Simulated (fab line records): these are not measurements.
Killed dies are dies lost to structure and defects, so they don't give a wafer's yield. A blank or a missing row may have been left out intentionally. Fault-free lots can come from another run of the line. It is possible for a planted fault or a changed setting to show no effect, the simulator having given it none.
A lot that was struck, set against a sound lot || flow nand-harc || 36 out of 1302 route steps
Sound: these wafers, L318.2, L318.3, L318.4. Struck: wafers L328.2, L328.3, L328.4. The cause is given at the end.
Per side, at each step with rows, come the tool, then ch with its chambers, and then its first start. Under that, the readings that differ: sound wafers || struck wafers || difference of the means || sigmas: that difference in standard deviations of wafers without a fault.
alike: a reading whose means differ by less than 2 such deviations, as well as words and numbers matching on both sides. not compared: withheld readings; readings where some wafer has no value; bounds like >300 that might hide an equal value; numbers whose values overlap and for which the record gives no deviation.
The two part at a step that has a row with sigmas, a row that says differs or no value, or rows on one side only. Numbers that don't overlap but have no deviation are shown without sigmas and don't part them. A reading missing from all wafers of one side parts the sides only when that side holds two or more wafers.

first, 4 steps without rows for these wafers: NHARC_A_WL_FILL_STRIP_28 (strips in post etch residue remover, time 1200 s); NHARC_A_WL_FILL_PRECLEAN_06 (cleans in DIW, time 300 s); NHARC_A_WL_FILL_SRD_07; NHARC_A_WL_FILL_ANNEAL_08 (time 1800 s).
NHARC_A_WL_FILL_ALD_10: deposits SiO2, target thk 50 nm, pulse time 10 s, ald cycles 500.
  sound on ald-hk-04 ch 0,1,2, day 22 00:37; struck on ald-hk-04 ch 1,2,3, day 25 23:20
  alike: heater-power-outer-w, heater-power-w, precursor-pulse-height-rel, susceptor-temp-C
then, 2 steps without rows for these wafers: NHARC_A_WL_FILL_ETCHBACK_16 (etches the open film in C4F8/O2/Ar, target depth 120 nm, time 24 s); NHARC_A_WL_FILL_STRIP_29 (strips in O2, time 20 s).
NHARC_A_WL_FILL_ETCHBACK_17: etches the open film in Cl2/BCl3, target depth 4 nm, time 26.7 s.
  sound on rie-metal-03 ch 0,1, day 22 05:32; struck on rie-metal-02 ch 0,1, day 26 04:08
  alike: drypump-motor-current-A, oes-product-au
  not compared: rf-hours-counter-h
then, 3 steps without rows for these wafers: NHARC_A_WL_FILL_PRECLEAN_18 (cleans in dHF, time 30 s); NHARC_A_WL_FILL_SRD_21; NHARC_A_WL_FILL_CVD_23 (deposits poly-Si, target thk 40 nm, time 800 s).
NHARC_A_WL_FILL_ETCHBACK_26: etches the open film in HBr, target depth 52 nm, time 13.3 s.
  sound on rie-si-01 ch 0,1,3, day 22 09:56; struck on rie-si-05 ch 0,1,2, day 26 09:23
  alike: drypump-motor-current-A, oes-product-au, rf-fwd-power-W, throttle-valve-pct
  not compared: rf-hours-counter-h
then, 4 steps without rows for these wafers: NHARC_A_WL_FILL_PRECLEAN_30 (cleans in dHF, time 10 s); NHARC_A_WL_FILL_SRD_14; NHARC_A_WL_FILL_ALD_19 (deposits TiN, target thk 2 nm, pulse time 3 s, ald cycles 100); NHARC_A_WL_FILL_CVD_20 (deposits W, target thk 100 nm, time 74 s).
NHARC_A_WL_FILL_CMP_12: polishes, t overpolish 30 s, target thk 100 nm.
  sound on cmp-04 ch 1,2,3, day 22 10:43; struck on cmp-04 ch 0,1,3, day 26 10:02
  alike: motor-current-A, overpolish-run-s, time-to-endpoint-s
then, 1 step without rows for these wafers: NHARC_A_WL_FILL_SRD_31.
NHARC_A_CONTACT_DEP_24: deposits SiO2, target thk 500 nm.
  sound on pecvd-02 ch 0,2, day 22 11:16; struck on pecvd-02 ch 0,1, day 26 10:41
  alike: heater-power-outer-w, heater-power-w, rf-fwd-power-W, susceptor-temp-C, throttle-valve-pct
then, 12 steps without rows for these wafers: NHARC_A_CONTACT_DEP_28 (deposits aC, target thk 7000 nm); NHARC_A_CONTACT_DEP_29 (deposits SiON, target thk 100 nm); NHARC_A_CONTACT_DEHYDRATE_32 (time 120 s); NHARC_A_CONTACT_HMDS_33 (time 30 s); NHARC_A_CONTACT_COAT_34 (time 75 s); NHARC_A_CONTACT_COAT_35 (time 65 s); NHARC_A_CONTACT_COAT_36 (resist thk 90 nm); NHARC_A_CONTACT_SOFTBAKE_37 (time 55 s); NHARC_A_CONTACT_EBR_38; NHARC_A_CONTACT_EXPOSE_39 (exposes mask A CC 3); NHARC_A_CONTACT_PEB_40 (peb time 65 s); NHARC_A_CONTACT_DEVELOP_41 (develop time 35 s).
NHARC_A_CONTACT_CD_MEAS_42 targets a cd of 300 nm.
  sound on cd-sem-01 ch 0, day 22 16:55; struck on cd-sem-02 ch 0, day 26 17:13
  alike: cd-nm
NHARC_A_CONTACT_OVL_MEAS_43:
  struck on overlay-02, day 26 17:18; sound on overlay-01, day 22 16:59
  alike: overlay-x-nm, overlay-y-nm
then, 1 step without rows for these wafers: NHARC_A_CONTACT_DESCUM_47 (chemistry O2, time 3 s).
NHARC_A_CONTACT_ETCH_48: etches the open film in CF4, target depth 39 nm, time 65 s.
  sound on rie-diel-07 ch 0,1,2, day 22 17:21; struck on rie-diel-02 ch 0,2,3, day 26 17:29
{"reading": "rf-hours-counter-h (h)", "sound": "9 8 8", "struck": "10 10 10", "difference": "+2", "sigmas": ""}
  alike: drypump-motor-current-A, mfc-ar-sccm, oes-product-au, rf-fwd-power-W, rf-vpp-V, showerhead-plenum-p-Torr, throttle-valve-pct
-- break in the record here, with 3 days between the starts of the struck wafers on either side (left off in module A_CONTACT, picked up again in module END, where the first step shown is number 1302 on the route) --
NHARC_END_SORT_01:
  at this point the record logs the struck wafers (prober-01 ch 0, day 29 18:20) and has no rows for the sound ones

## WHERE THEY PART
Only at NHARC_END_SORT_01, as far as this record shows.

WHY: what the simulator had put in
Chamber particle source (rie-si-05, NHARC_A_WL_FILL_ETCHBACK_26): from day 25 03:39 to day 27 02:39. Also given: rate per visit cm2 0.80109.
